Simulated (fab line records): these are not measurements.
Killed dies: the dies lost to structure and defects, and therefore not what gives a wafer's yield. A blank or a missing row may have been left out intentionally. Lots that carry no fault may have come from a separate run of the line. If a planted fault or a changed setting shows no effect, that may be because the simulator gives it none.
Split-lot study | flow n5Finfet | route with 1938 steps; 7 lots, 39 wafers read

== THE SPLIT ==
At N5_SD_EPI_N_EPI_21 (deposits Si:P, time 690 s), the setting dopantConcCm3 was moved away from the recipe's 2e+21 on 15 of the 39 wafers read, by -14.2% to +15.9%. The other wafers ran this setting at the recipe's value.

== FROM THE SPLIT TO THE READING: what the file shows between them, 3 steps ==
- N5_SD_EPI_N_PRECLEAN_24: cleans in O3/DIW, time 60 s
- N5_SD_ACTIVATION_RTA_00: time 0 s
- N5_SD_ACTIVATION_LSA_01: time 0.0008 s

== THE READING ==
RS_SD_N in ohm/sq, measured at N5_SD_ACTIVATION_RS_MEAS_03 by four-point-probe. Typical for fault-free wafers on this fab line: 21.94 ohm/sq, with standard deviation 0.27 ohm/sq.

wafer  | tool, chamber at the split | dopantConcCm3 as run | against the recipe | RS_SD_N, ohm/sq | against lot-mates on the recipe
L074.1 | epiRpcvd-03, 0             | 2.318e+21            | +15.9%             | 21.14           | -0.73
L074.2 | epiRpcvd-03, 0             | 2e+21                | recipe             | 21.87           | -
L074.3 | epiRpcvd-03, 0             | 2e+21                | recipe             | 21.72           | -
L074.4 | epiRpcvd-03, 0             | 2e+21                | recipe             | 22.01           | -
L074.5 | epiRpcvd-03, 0             | 2.318e+21            | +15.9%             | 20.77           | -1.10
L074.6 | epiRpcvd-03, 0             | 2.318e+21            | +15.9%             | 21.40           | -0.47
L078.2 | epiRpcvd-03, 0             | 2e+21                | recipe             | 22.42           | -
L078.4 | epiRpcvd-03, 0             | 2e+21                | recipe             | 21.63           | -
L078.6 | epiRpcvd-03, 0             | 2e+21                | recipe             | 21.96           | -
L080.1 | epiRpcvd-03, 0             | 1.716e+21            | -14.2%             | 23.16           | +0.93
L080.2 | epiRpcvd-03, 0             | 1.716e+21            | -14.2%             | 23.29           | +1.06
L080.3 | epiRpcvd-03, 0             | 2e+21                | recipe             | 22.12           | -
L080.4 | epiRpcvd-03, 0             | 2e+21                | recipe             | 22.37           | -
L080.5 | epiRpcvd-03, 0             | 1.716e+21            | -14.2%             | 23.02           | +0.79
L080.6 | epiRpcvd-03, 0             | 2e+21                | recipe             | 22.20           | -
L081.1 | epiRpcvd-04, 0             | 2.264e+21            | +13.2%             | 21.00           | -0.81
L081.2 | epiRpcvd-04, 0             | 2e+21                | recipe             | 21.81           | -
L081.3 | epiRpcvd-04, 0             | 2.264e+21            | +13.2%             | 21.12           | -0.69
L081.4 | epiRpcvd-04, 0             | 2.264e+21            | +13.2%             | 21.64           | -0.17
L081.5 | epiRpcvd-04, 0             | 2e+21                | recipe             | 22.01           | -
L081.6 | epiRpcvd-04, 0             | 2e+21                | recipe             | 21.60           | -
L086.1 | epiRpcvd-04, 0             | 2e+21                | recipe             | 21.87           | -
L086.2 | epiRpcvd-04, 0             | 1.72e+21             | -14.0%             | 22.75           | +1.06
L086.3 | epiRpcvd-04, 0             | 2e+21                | recipe             | 21.70           | -
L086.4 | epiRpcvd-04, 0             | 1.72e+21             | -14.0%             | 22.34           | +0.65
L086.5 | epiRpcvd-04, 0             | 2e+21                | recipe             | 21.50           | -
L086.6 | epiRpcvd-04, 0             | 1.72e+21             | -14.0%             | 22.81           | +1.12
L089.1 | epiRpcvd-03, 0             | 1.806e+21            | -9.7%              | 22.47           | +0.53
L089.2 | epiRpcvd-03, 0             | 1.806e+21            | -9.7%              | 22.83           | +0.89
L089.3 | epiRpcvd-03, 0             | 1.806e+21            | -9.7%              | 22.54           | +0.60
L089.4 | epiRpcvd-03, 0             | 2e+21                | recipe             | 21.84           | -
L089.5 | epiRpcvd-03, 0             | 2e+21                | recipe             | 21.92           | -
L089.6 | epiRpcvd-03, 0             | 2e+21                | recipe             | 22.07           | -
L093.1 | epiRpcvd-04, 0             | 2e+21                | recipe             | 21.96           | -
L093.2 | epiRpcvd-04, 0             | 2e+21                | recipe             | 21.86           | -
L093.3 | epiRpcvd-04, 0             | 2e+21                | recipe             | 22.10           | -
L093.4 | epiRpcvd-04, 0             | 2e+21                | recipe             | 21.94           | -
L093.5 | epiRpcvd-04, 0             | 2e+21                | recipe             | 21.92           | -
L093.6 | epiRpcvd-04, 0             | 2e+21                | recipe             | 21.76           | -

THE FIT
A straight line over all 39 wafers: RS_SD_N changes by -0.0605 ohm/sq for each +1% of dopantConcCm3; r = -0.90; the points scatter about the line by 0.25 ohm/sq.
The same after taking each lot's own level away (the mean of its wafers on the recipe; 39 wafers): -0.0564 ohm/sq for each +1%; r = -0.92; scatter 0.2 ohm/sq.
Per that fit: largest dopantConcCm3 move, reading shift of 0.9 ohm/sq.
The lots' own levels span 21.690 to 22.230 ohm/sq, that is 2.0 times the standard deviation above.
The two slopes are in agreement: the lot-to-lot level therefore moves the slope only a little.
Check: with one of the wafers moved furthest among these (+15.9%) left out of the fit, the line predicts -0.857 ohm/sq for it against its lot-mates. Against them it came out at -0.727 ohm/sq.

== OTHER SPLITS APPLIED TO THESE WAFERS ==
Other splits were also applied to these wafers ahead of the reading. Each is held against what the fit with the lots' levels taken away leaves over:
other split on the same wafers | wafers away from the commonest value | r with RS_SD_N (lot level and that fit taken away)
N5_DUMMY_GATE_ETCH_32 timeS    | 15                                   | -0.23
N5_DUMMY_GATE_ETCH_42 biasW    | 18                                   | +0.09

== THE FILE'S OWN FIT ==
RS_SD_N changes by -0.057 ohm/sq for each +1% of dopantConcCm3, r = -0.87.
